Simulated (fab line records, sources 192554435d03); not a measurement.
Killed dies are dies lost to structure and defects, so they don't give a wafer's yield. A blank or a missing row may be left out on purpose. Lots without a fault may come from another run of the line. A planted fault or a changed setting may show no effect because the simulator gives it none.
fab line records | flow n5_finfet
record lots=6 wafers=17 last_day=18
route steps=1938 shown PASSIVATION@1909
lots that met no fault: from a run of the same line without faults
start_h: hours from the record's first day to the start of the lot's first wafer shown | wait_h: hours since the lot's step before | " the same as in the row above | L1.1+2: a row that stands for several wafers | - no value, or no start given | * or withheld: withheld | < > ~ a bound
route shown NAME@n: a module of which the file shows steps, and the number in the route of the first | usual: mean/standard deviation of fault-free wafers | same: alike in all rows | chamber/n: place in a boat | sites: the reading at each site | _std_site: their standard deviation | _edge_site: outer sites' mean less inner sites' | radius_mm: how far each site lies from the wafer's centre | mask NAME#n: copy n | behind: the tool/chamber that last shaped the wafer | hold: why the lot was held/for how many hours/how that ended | device: the transistor (n, p or np) that didn't switch | end of line: the same wafers' tests at the end of the route | a step without rows: its recipe alone | killed: dies lost to structure and defects at the first sort, not the wafer's yield | map: a wafer's dies, x killed, . not, _ none there
set.NAME: the setting as run; set.NAME@STEP: as run at that earlier step | model.NAME: the simulator's own value behind a step, which no gauge read
lots at some steps of the route; a table a step, a row a wafer
services: from which hour (start_h, from the record's first day; less than 0 if before it) a tool's chamber was out of use, for how many hours, and why
## steps
# step N5_PASSIVATION_AL_ETCH_33
# recipe chemistry=Cl2/BCl3 target_depth_a=28000 over_etch_frac=0.15 Cl2_flow_sccm=180 bcl3_flow_sccm=60 target=Al stop_on=TaN time_s=466.7 ion_energy_ev=100 pressure_mtorr=10 icp_w=900 bias_w=100
# usual drypump_motor_current_A=5.81/0.27 oes_product_au=0.72/0.074 throttle_valve_pct=34.30/0.16
# columns lot.wafer tool chamber start_h wait_h drypump_motor_current_A oes_product_au rf_hours_counter_h throttle_valve_pct
L232.1 rie_metal-02 1 270.33 0.1 5.54 0.65 59 34.16
L232.2 " 0 " " 5.41 0.77 23 34.56
L232.6 " 0 " " 5.41 0.77 - 34.56
L233.2 rie_metal-03 0 287.84 0.1 5.98 0.61 87 34.04
L233.4 " 1 " " 5.82 0.83 - 34.54
L233.5 " 1 " " 5.80 0.83 - 34.54
L236.2 rie_metal-01 0 300.19 0.1 5.73 0.80 15 34.27
L236.3 " 0 " " 5.72 0.81 - 34.25
L236.6 " 1 " " 6.35 0.66 - 34.25
L248.1 rie_metal-03 1 368.68 0.1 5.82 0.80 10 34.49
L248.2 " 0 " " 5.99 0.61 94 34.02
L249.1 rie_metal-02 1 380.14 0.1 5.47 0.64 68 34.16
L249.3 " 0 " " 5.38 0.74 - 34.57
L249.5 " 1 " " 5.51 0.63 - 34.19
L255.1 rie_metal-01 1 416.96 0.1 6.35 0.64 66 34.25
L255.5 " 0 " " 5.73 0.75 - 34.29
L255.6 " 1 " " 6.33 0.64 - 34.24
# step N5_PASSIVATION_ETCH_59
# recipe chemistry=Cl2/BCl3 target=TaN target_depth_a=650 time_s=34.9 ion_energy_ev=100 pressure_mtorr=10 icp_w=900 bias_w=100 Cl2_flow_sccm=60 bcl3_flow_sccm=30
# usual drypump_motor_current_A=5.81/0.27 oes_product_au=0.81/0.087 throttle_valve_pct=21.07/0.1
# columns lot.wafer tool chamber start_h wait_h drypump_motor_current_A oes_product_au rf_hours_counter_h throttle_valve_pct
L232.1 rie_metal-02 1 270.73 0.3 5.54 0.72 59 21.11
L232.2 " 0 " " 5.41 0.86 23 21.24
L232.6 " 0 " " 5.39 0.86 - 21.26
L233.2 rie_metal-03 0 288.24 0.3 6.01 0.69 87 20.93
L233.4 " 1 " " 5.81 0.96 - 21.17
L233.5 " 1 " " 5.84 0.95 - 21.17
L236.2 rie_metal-01 0 300.59 0.3 5.71 0.90 15 20.96
L236.3 " 0 " " 5.72 0.90 - 20.96
L236.6 " 1 " " 6.32 0.72 - 21.07
L248.1 rie_metal-03 1 369.08 0.3 5.84 0.89 11 21.20
L248.2 " 0 " " 6.01 0.67 95 20.95
L249.1 rie_metal-02 1 380.54 0.3 5.52 0.71 69 21.12
L249.3 " 0 " " 5.42 0.83 - 21.25
L249.5 " 1 " " 5.52 0.71 - 21.11
L255.1 rie_metal-01 1 417.36 0.3 6.36 0.70 66 21.09
L255.5 " 0 " " 5.70 0.83 - 21.01
L255.6 " 1 " " 6.33 0.70 - 21.08
# step N5_PASSIVATION_STRIP_34
# recipe chemistry=O2 power_w=600 temp_c=60 pressure_mtorr=30 rf_frequency_hz=6e+07 bias_power_w=0 overash_fraction=2 o2_flow_sccm=225
# usual drypump_motor_current_A=5.7/0.46 oes_product_au=0.82/0.088 rf_vpp_V=3.4/1.6 showerhead_plenum_p_Torr=2.13/0.072 throttle_valve_pct=16.64/0.22
# columns lot.wafer tool chamber start_h wait_h drypump_motor_current_A oes_product_au rf_hours_counter_h rf_vpp_V showerhead_plenum_p_Torr throttle_valve_pct
L232.1 rie_diel-06 0 270.84 0.1 5.8 0.97 0 3.9 2.07 16.66
L232.2 " 2 " " 5.1 0.68 223 1.7 2.00 17.14
L232.6 " 1 " " 5.9 0.91 - 2.2 2.21 16.82
L233.2 rie_diel-02 2 288.36 0.1 5.9 0.70 232 5.2 2.16 16.72
L233.4 " 0 " " 6.4 0.70 213 8.0 2.08 16.61
L233.5 " 3 " " 5.8 0.94 - 5.2 2.06 16.35
L236.2 rie_diel-05 2 300.71 0.1 5.6 0.85 54 3.2 2.22 16.55
L236.3 " 1 " " 5.2 0.77 118 4.0 2.11 16.99
L236.6 " 1 " " 5.2 0.79 - 1.7 2.11 16.93
L248.1 rie_diel-05 0 369.20 0.1 5.9 0.80 91 6.1 2.03 16.37
L248.2 " 2 " " 5.6 0.81 82 1.7 2.21 16.58
L249.1 rie_diel-05 0 380.82 0.2 5.9 0.83 95 5.1 2.03 16.36
L249.3 " 3 " " 4.8 0.97 13 2.8 2.14 16.38
L249.5 " 2 " " 5.6 0.79 - 1.1 2.21 16.64
L255.1 rie_diel-06 3 417.48 0.1 5.7 0.77 124 3.0 2.19 16.60
L255.5 " 1 " " 5.9 0.82 - 2.2 2.19 16.87
L255.6 " 2 " " 5.1 0.95 - 4.9 2.25 16.73
# step N5_PASSIVATION_STRIP_51
# recipe chemistry=post_etch_residue_remover time_s=1200 temp_c=72.5
# step N5_PASSIVATION_CLEAN_69
# recipe chemistry=IPA time_s=180 temp_c=25
# step N5_PASSIVATION_SRD_70
# recipe dry=ipa_marangoni time_s=30 temp_c=23 rinse_liquid=diw
# step N5_PASSIVATION_PECVD_53
# recipe material=SiO2 target_thk_a=8000 temp_c=400 precursor=TEOS/O2 pressure_torr=6.5 rf_w=withheld teos_flow_sccm=withheld gas=O2 flow_sccm=2650 time_s=169.4
# step N5_PASSIVATION_PECVD_35
# recipe material=SiNx target_thk_a=7000 temp_c=400 precursor=SiH4/NH3/N2 pressure_torr=4.9 rf_w=1406 time_s=151.3
# usual heater_power_w=354/120 showerhead_plenum_p_Torr=8.689/0.02 susceptor_temp_C=400.00/0.21 throttle_valve_pct=29.3/1.8
# columns lot.wafer tool chamber start_h wait_h heater_power_w showerhead_plenum_p_Torr since_wet_clean_h susceptor_temp_C throttle_valve_pct
L232.1 pecvd-02 2 271.46 0.1 253 8.683 221 400.11 26.7
L232.2 " 0 " " 385 8.705 975 399.85 29.0
L232.6 " 1 " " 381 8.642 - 399.85 29.1
L233.2 pecvd-03 0 288.97 0.1 194 8.703 1355 399.77 31.3
L233.4 " 2 " " 578 8.675 - 399.71 29.5
L233.5 " 0 " " 228 8.711 - 400.26 31.3
L236.2 pecvd-02 1 301.36 0.1 400 8.676 1730 399.92 29.4
L236.3 " 2 " " 200 8.699 251 399.97 26.9
L236.6 " 1 " " 458 8.672 - 400.21 29.5
L248.1 pecvd-01 1 369.81 0.1 254 8.676 1980 399.66 30.3
L248.2 " 2 " " 422 8.705 484 399.66 26.1
L249.1 pecvd-01 2 381.43 0.1 425 8.716 496 400.00 26.5
L249.3 " 0 " " 401 8.693 1267 399.95 31.2
L249.5 " 0 " " 422 8.701 - 400.00 31.3
L255.1 pecvd-02 0 418.09 0.1 357 8.713 1122 399.92 29.1
L255.5 " 1 " " 552 8.657 - 399.72 29.3
L255.6 " 2 " " 161 8.707 - 400.13 27.3
# step N5_PASSIVATION_HMDS_37
# recipe time_s=60 temp_c=120
# step N5_PASSIVATION_COAT_38
# recipe spin_rpm=3000 resist_thk_nm=withheld
# step N5_PASSIVATION_EBR_40
# recipe solvent=PGMEA ebr_width_mm=1.5
# step N5_PASSIVATION_SOFTBAKE_39
# recipe temp_c=110 time_s=120
# step N5_PASSIVATION_EXPOSE_41
# recipe mask_id=PASS_OPEN na=0.55 defocus_nm=0 source_shape=conventional sigma_outer=0.8 polarization=unpolarized target_cd_nm=40000 dose_mj=57.25
# usual exposure_dose_mJ_cm2=57.25/0.063
# same na=0.55
# columns lot.wafer tool chamber start_h wait_h mask exposure_dose_mJ_cm2
L232.1 krf_scanner-01 0 271.71 - PASS_OPEN#0 57.21
L232.2 " 0 " " PASS_OPEN#0 57.10
L232.6 " 0 " " PASS_OPEN#0 57.11
L233.2 krf_scanner-02 0 289.36 - PASS_OPEN#0 57.14
L233.4 " 0 " " PASS_OPEN#0 57.17
L233.5 " 0 " " PASS_OPEN#0 57.27
L236.2 krf_scanner-02 0 301.74 - PASS_OPEN#0 57.18
L236.3 " 0 " " PASS_OPEN#0 57.26
L236.6 " 0 " " PASS_OPEN#0 57.15
L248.1 krf_scanner-01 0 370.07 - PASS_OPEN#0 57.35
L248.2 " 0 " " PASS_OPEN#0 57.38
L249.1 krf_scanner-01 0 381.81 - PASS_OPEN#0 57.24
L249.3 " 0 " " PASS_OPEN#0 57.29
L249.5 " 0 " " PASS_OPEN#0 57.24
L255.1 krf_scanner-02 0 418.48 - PASS_OPEN#0 57.18
L255.5 " 0 " " PASS_OPEN#0 57.23
L255.6 " 0 " " PASS_OPEN#0 57.29
# step N5_PASSIVATION_PEB_42
# recipe peb_temp_c=withheld peb_time_s=*
# step N5_PASSIVATION_DEVELOP_43
# recipe develop_time_s=60 rinse_liquid=diw dry=air_spin dev_temp_c=21
# step N5_PASSIVATION_HARDBAKE_45
# recipe temp_c=130 time_s=120
# step N5_PASSIVATION_CD_MEAS_44
# recipe target_cd_nm=40000 landing_energy_ev=500 detector=se_inlens
# usual cd_nm=40001/2.9
# columns lot.wafer tool chamber start_h wait_h cd_nm
L232.1 cd_sem-01 0 271.89 - 40003
L232.2 " 0 " " 40007
L232.6 " 0 " " 40006
L233.2 cd_sem-01 0 289.53 - 40006
L233.4 " 0 " " 40004
L233.5 " 0 " " 40004
L236.2 cd_sem-01 0 301.92 - 40001
L236.3 " 0 " " 39999
L236.6 " 0 " " 39999
L248.1 cd_sem-01 0 370.25 - 40022
L248.2 " 0 " " 40003
L249.1 cd_sem-03 0 381.99 - 40022
L249.3 " 0 " " 39999
L249.5 " 0 " " 39996
L255.1 cd_sem-01 0 418.66 - 40005
L255.5 " 0 " " 40005
L255.6 " 0 " " 40003
# step N5_PASSIVATION_OVL_MEAS_66
# recipe points_per_wafer=44
# usual PASS_OPEN_OVL=-2/4.5
# columns lot.wafer tool chamber start_h wait_h PASS_OPEN_OVL[nm]
L232.1 overlay-02 0 271.92 0.0 -2
L232.2 " 0 " " -2
L232.6 " 0 " " 0
L233.2 overlay-02 0 289.56 0.0 -11
L233.4 " 0 " " -8
L233.5 " 0 " " -7
L236.2 overlay-01 0 301.95 0.0 -3
L236.3 " 0 " " -3
L236.6 " 0 " " -4
L248.1 overlay-02 0 370.28 0.0 -1
L248.2 " 0 " " -2
L249.1 overlay-01 0 382.02 0.0 -13
L249.3 " 0 " " -6
L249.5 " 0 " " -2
L255.1 overlay-01 0 418.69 0.0 1
L255.5 " 0 " " -1
L255.6 " 0 " " -1
## services
# columns tool chamber start_h hours kind
pecvd-03 1 280.50 2.5 repair
krf_scanner-01 - 301.17 0.5 repair
rie_metal-01 1 302.94 43.3 repair
rie_diel-05 0 304.59 5.7 repair
rie_diel-06 3 310.47 18.0 repair
krf_scanner-02 - 320.11 0.8 pm
krf_scanner-01 - 335.24 4.0 pm
krf_scanner-02 - 359.05 1.3 pm
krf_scanner-02 - 361.65 1.0 pm
krf_scanner-01 - 363.57 1.3 repair
krf_scanner-02 - 373.34 0.3 repair
rie_metal-03 - 373.53 2.8 pm
krf_scanner-01 - 375.49 1.0 pm
krf_scanner-01 - 379.55 0.5 repair
rie_diel-06 2 382.78 5.8 repair
rie_diel-05 0 383.06 16.6 repair
krf_scanner-02 - 384.79 0.6 repair
rie_metal-01 - 388.84 0.7 repair
krf_scanner-01 - 401.62 0.6 repair
pecvd-02 - 404.79 1.6 repair
rie_diel-02 0 404.97 10.5 repair
rie_metal-03 0 411.07 - clean
pecvd-03 1 413.69 4.3 repair
rie_diel-02 1 415.44 3.4 repair
## key
first_sign step=N5_PASSIVATION_CD_MEAS_44 reading=cd_nm direction=up sigmas=5.3 usual=40001 struck=40022
effect none on later readings
met_at N5_PASSIVATION_EXPOSE_41
struck_wafers L248.1,L249.1
onset_between 271.71 370.07
fault kind=process_parameter_drift tool=krf_scanner-01 chamber=- onset_h=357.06 steps=N5_PASSIVATION_EXPOSE_41 channel=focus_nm offset=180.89 shape=step end_h=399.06 scope=struck_wafers_only
